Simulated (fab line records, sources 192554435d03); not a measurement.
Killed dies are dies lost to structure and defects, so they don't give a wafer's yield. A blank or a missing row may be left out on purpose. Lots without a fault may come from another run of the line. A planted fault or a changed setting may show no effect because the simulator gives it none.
Which tool did it? | flow n5_finfet | 23 lots, 69 wafers sampled, at 3 steps of a route of 1938

WHAT THE GAUGES READ, wafer by wafer
N5_BEOL_M13_CD_MEAS_10: target cd 190 nm.
lot  | measured     | on        | cd_nm (nm)
L074 | day 10 15:47 | cd_sem-01 | 186.9 188.4 187.0
L075 | day 10 19:46 | cd_sem-01 | 189.8 189.1 189.1
L077 | day 11 07:19 | cd_sem-03 | 187.0 186.4 186.5
L078 | day 11 10:35 | cd_sem-02 | 189.5 189.7 188.4
L079 | day 12 00:26 | cd_sem-01 | 190.0 189.3 189.5
L080 | day 12 00:47 | cd_sem-01 | 189.4 189.4 190.3
L082 | day 12 14:41 | cd_sem-01 | 188.5 190.4 188.8
L083 | day 12 15:53 | cd_sem-01 | 187.4 185.7 187.4
L081 | day 12 19:46 | cd_sem-03 | 187.4 188.0 187.8
L084 | day 13 05:59 | cd_sem-03 | 189.4 189.0 188.8
L086 | day 13 08:02 | cd_sem-02 | 192.0 189.8 190.7
L085 | day 13 19:06 | cd_sem-02 | 191.0 189.5 190.0
L087 | day 13 19:23 | cd_sem-02 | 191.8 190.3 191.4
L088 | day 13 23:22 | cd_sem-02 | 188.2 188.5 188.0
L089 | day 14 02:21 | cd_sem-02 | 189.1 189.1 189.6
L090 | day 14 21:14 | cd_sem-02 | 189.6 188.5 188.7
L091 | day 15 01:11 | cd_sem-02 | 187.5 188.1 188.8
L092 | day 15 07:25 | cd_sem-02 | 190.8 190.7 190.1
L093 | day 15 13:40 | cd_sem-02 | 192.4 191.1 190.8
L094 | day 15 19:16 | cd_sem-02 | 189.8 190.6 189.1
L095 | day 15 19:55 | cd_sem-01 | 189.1 190.7 190.1
L097 | day 16 09:36 | cd_sem-01 | 190.1 189.2 190.0
L096 | day 16 18:00 | cd_sem-02 | 189.9 189.3 188.3

N5_BEOL_M14_INSPECT_12: inspects for defects (macro).
lot  | measured     | on                | raw_defect_count
L074 | day 10 21:28 | defect_inspect-01 | 1 2 4
L075 | day 11 00:53 | defect_inspect-01 | 1 1 1
L077 | day 11 11:58 | defect_inspect-01 | 1 2 5
L078 | day 11 16:37 | defect_inspect-02 | 3 2 3
L079 | day 12 06:02 | defect_inspect-02 | 3 1 3
L080 | day 12 06:28 | defect_inspect-01 | 3 3 1
L082 | day 12 20:59 | defect_inspect-02 | 2 2 3
L083 | day 12 21:31 | defect_inspect-01 | 0 1 1
L081 | day 13 00:26 | defect_inspect-02 | 4 4 2
L084 | day 13 10:46 | defect_inspect-01 | 3 1 1
L086 | day 13 13:48 | defect_inspect-02 | 2 1 5
L085 | day 14 02:35 | defect_inspect-02 | 4 3 0
L087 | day 14 02:53 | defect_inspect-02 | 3 3 1
L088 | day 14 06:02 | defect_inspect-01 | 5 1 3
L089 | day 14 06:49 | defect_inspect-01 | 3 3 1
L090 | day 15 01:31 | defect_inspect-01 | 3 1 2
L091 | day 15 05:41 | defect_inspect-01 | 4 2 1
L092 | day 15 14:59 | defect_inspect-01 | 3 1 1
L093 | day 15 18:44 | defect_inspect-01 | 6 2 3
L094 | day 16 01:02 | defect_inspect-02 | 3 1 4
L095 | day 16 02:13 | defect_inspect-02 | 2 2 2
L097 | day 16 18:07 | defect_inspect-01 | 2 1 1
L096 | day 16 21:56 | defect_inspect-01 | 3 4 1

WHICH TOOL RAN EACH LOT (tool, then ch and the chambers of the sampled wafers, then the start)
lot  | N5_BEOL_M13_ETCH_67
L074 | rie_diel-03 ch 0,1,3, day 10 17:21
L075 | rie_diel-06 ch 1,2, day 10 20:55
L077 | rie_diel-05 ch 2,3, day 11 08:50
L078 | rie_diel-05 ch 1,2,3, day 11 12:49
L079 | rie_diel-05 ch 1,2,3, day 12 01:55
L080 | rie_diel-03 ch 0,1,3, day 12 02:12
L082 | rie_diel-05 ch 0,3, day 12 15:53
L083 | rie_diel-03 ch 0,1,3, day 12 17:05
L081 | rie_diel-06 ch 0,1, day 12 21:11
L084 | rie_diel-05 ch 0,1,3, day 13 07:29
L086 | rie_diel-06 ch 0,1,3, day 13 09:16
L085 | rie_diel-06 ch 0,1, day 13 20:11
L087 | rie_diel-06 ch 2,3, day 13 20:44
L088 | rie_diel-03 ch 1,2, day 14 00:36
L089 | rie_diel-05 ch 0,2, day 14 03:34
L090 | rie_diel-05 ch 0,1,3, day 14 22:28
L091 | rie_diel-05 ch 0,1,3, day 15 02:30
L092 | rie_diel-06 ch 0,1,2, day 15 08:32
L093 | rie_diel-03 ch 1,2,3, day 15 14:44
L094 | rie_diel-05 ch 0,1,2, day 15 20:29
L095 | rie_diel-06 ch 1,2,3, day 15 21:19
L097 | rie_diel-03 ch 2,3, day 16 10:40
L096 | rie_diel-05 ch 1,2,3, day 16 19:08
- N5_BEOL_M13_ETCH_67: etches SiARC in CF4, target depth 143 nm, time 238.3 s.

WHAT THE TOOLS THEMSELVES READ (means of the sampled wafers that have a number; where no wafer has one, the mark that the record gives instead)
N5_BEOL_M13_ETCH_67.
lot  | tool        | bias_w (W) | drypump_motor_current_A (A) | etch_rf_on_time_s (s) | oes_product_au (a.u.) | rf_vpp_V (V) | showerhead_plenum_p_Torr (Torr) | throttle_valve_pct (%)
L074 | rie_diel-03 | 35.95      | 5.62                        | 233                   | 0.61                  | 183.5        | 2.10                            | 15.81
L075 | rie_diel-06 | 35.99      | 5.79                        | 244                   | 0.61                  | 183.6        | 2.18                            | 15.73
L077 | rie_diel-05 | 36.01      | 5.96                        | 240                   | 0.73                  | 185.4        | 2.23                            | 15.58
L078 | rie_diel-05 | 36.00      | 5.81                        | 237                   | 0.69                  | 184.0        | 2.19                            | 15.51
L079 | rie_diel-05 | 35.93      | 5.82                        | 234                   | 0.69                  | 185.2        | 2.19                            | 15.52
L080 | rie_diel-03 | 36.07      | 5.60                        | 236                   | 0.60                  | 183.5        | 2.10                            | 15.83
L082 | rie_diel-05 | 35.87      | 5.93                        | 232                   | 0.67                  | 183.8        | 2.13                            | 15.89
L083 | rie_diel-03 | 35.92      | 5.63                        | 234                   | 0.61                  | 182.7        | 2.09                            | 15.85
L081 | rie_diel-06 | 36.04      | 5.84                        | 239                   | 0.61                  | 183.3        | 2.17                            | 15.91
L084 | rie_diel-05 | 36.11      | 5.90                        | 236                   | 0.65                  | 184.1        | 2.15                            | 15.71
L086 | rie_diel-06 | 36.00      | 5.85                        | 241                   | 0.64                  | 184.5        | 2.17                            | 15.84
L085 | rie_diel-06 | 35.94      | 5.89                        | 239                   | 0.61                  | 184.3        | 2.19                            | 15.88
L087 | rie_diel-06 | 35.99      | 5.70                        | 237                   | 0.67                  | 184.8        | 2.14                            | 15.72
L088 | rie_diel-03 | 35.94      | 6.00                        | 229                   | 0.64                  | 183.5        | 2.12                            | 15.78
L089 | rie_diel-05 | 36.09      | 5.65                        | 225                   | 0.69                  | 183.8        | 2.13                            | 15.67
L090 | rie_diel-05 | 36.01      | 5.89                        | 239                   | 0.63                  | 184.7        | 2.15                            | 15.73
L091 | rie_diel-05 | 36.12      | 5.88                        | 236                   | 0.64                  | 183.7        | 2.14                            | 15.73
L092 | rie_diel-06 | 36.03      | 5.75                        | 243                   | 0.67                  | 184.7        | 2.15                            | 15.66
L093 | rie_diel-03 | 36.04      | 5.64                        | 233                   | 0.64                  | 184.2        | 2.14                            | 15.75
L094 | rie_diel-05 | 36.11      | 5.69                        | 233                   | 0.64                  | 183.8        | 2.11                            | 15.68
L095 | rie_diel-06 | 35.94      | 5.74                        | 240                   | 0.71                  | 183.6        | 2.16                            | 15.60
L097 | rie_diel-03 | 36.00      | 5.33                        | 234                   | 0.64                  | 184.4        | 2.17                            | 15.74
L096 | rie_diel-05 | 36.13      | 5.80                        | 235                   | 0.66                  | 184.5        | 2.17                            | 15.58

THE ANSWER, worked out from the rows above alone
Rule: what is usual is taken from the lots themselves. Put in order of their means at a reading, lots are off if they are a third of the lots or fewer, leave a main group of 4 or more, and stand apart from it by a gap of 3 or more times the standard deviation of the main group's means; of several such gaps the widest counts. A main group whose means are all the same, to the digits that the tables above print for the reading, isn't used. A lot without any number at a reading at which 4 lots or more have one is off too. The other lots that the step has rows for count as sound. The gauges are gone through in route order, then the tools' own readings, and for those a lot's mean is taken as printed above. The first step at which some lot is off is used, and at that step the reading that is off furthest; a lot without a number counts as furthest.
No lot is off at any reading shown: from this, nothing can be told.

WHAT THE SIMULATOR HAD PUT IN
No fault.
